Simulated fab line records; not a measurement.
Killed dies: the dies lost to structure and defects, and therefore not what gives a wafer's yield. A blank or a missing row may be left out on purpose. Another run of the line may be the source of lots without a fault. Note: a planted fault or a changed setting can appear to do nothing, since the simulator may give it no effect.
Which tool did it? || flow n5_finfet || 10 lots (29 wafers sampled), 1 step of a 1938-step route

## WHAT THE GAUGES SHOWED, per wafer
N5_HKMG_FIN_OVL_MEAS_13.
{"lot": "L845", "measured": "day 4 15:26", "on": "overlay-02", "NWFM_OVL (nm)": "-0.4 0.1 -1.0"}
{"lot": "L847", "measured": "day 4 23:59", "on": "overlay-02", "NWFM_OVL (nm)": "-0.7 -0.2 -0.9"}
{"lot": "L848", "measured": "day 5 08:41", "on": "overlay-01", "NWFM_OVL (nm)": "-0.7 -0.4 0.3"}
{"lot": "L850", "measured": "day 5 21:32", "on": "overlay-02", "NWFM_OVL (nm)": "0.4 0.4 -0.3"}
{"lot": "L853", "measured": "day 6 15:43", "on": "overlay-02", "NWFM_OVL (nm)": "-1.1 -1.9 -0.5"}
{"lot": "L860", "measured": "day 8 10:44", "on": "overlay-01", "NWFM_OVL (nm)": "0.4 0.3 -0.3"}
{"lot": "L861", "measured": "day 8 13:28", "on": "overlay-01", "NWFM_OVL (nm)": "0.5 0.6 0.6"}
{"lot": "L862", "measured": "day 8 20:08", "on": "overlay-01", "NWFM_OVL (nm)": "-0.6 -0.7"}
{"lot": "L863", "measured": "day 9 03:13", "on": "overlay-01", "NWFM_OVL (nm)": "-0.5 -0.4 -0.3"}
{"lot": "L864", "measured": "day 9 08:21", "on": "overlay-02", "NWFM_OVL (nm)": "-1.0 0.5 -0.6"}

## WHICH TOOL RAN EACH LOT (tool, then ch and the chambers of the sampled wafers, then the start)
Record: no process step prior to these readings.

## THE ANSWER, worked out from the rows above alone
Rule: the usual values come from the lots themselves. The widest of any qualifying gaps counts: lots, ordered by their means at a reading, are off when they make up no more than a third of the lots, leave a main group of 4 or more, and stand apart from it by 3 or more times the standard deviation of that group's means. A main group whose means are all the same, to the digits that the tables above print for the reading, isn't used. Also off: a lot with no number at a reading for which 4 or more lots have one. All remaining lots with rows at the step are treated as sound.
Across all readings shown, no lot is off: no conclusion can be drawn from this.

## WHAT THE SIMULATOR HAD INSERTED
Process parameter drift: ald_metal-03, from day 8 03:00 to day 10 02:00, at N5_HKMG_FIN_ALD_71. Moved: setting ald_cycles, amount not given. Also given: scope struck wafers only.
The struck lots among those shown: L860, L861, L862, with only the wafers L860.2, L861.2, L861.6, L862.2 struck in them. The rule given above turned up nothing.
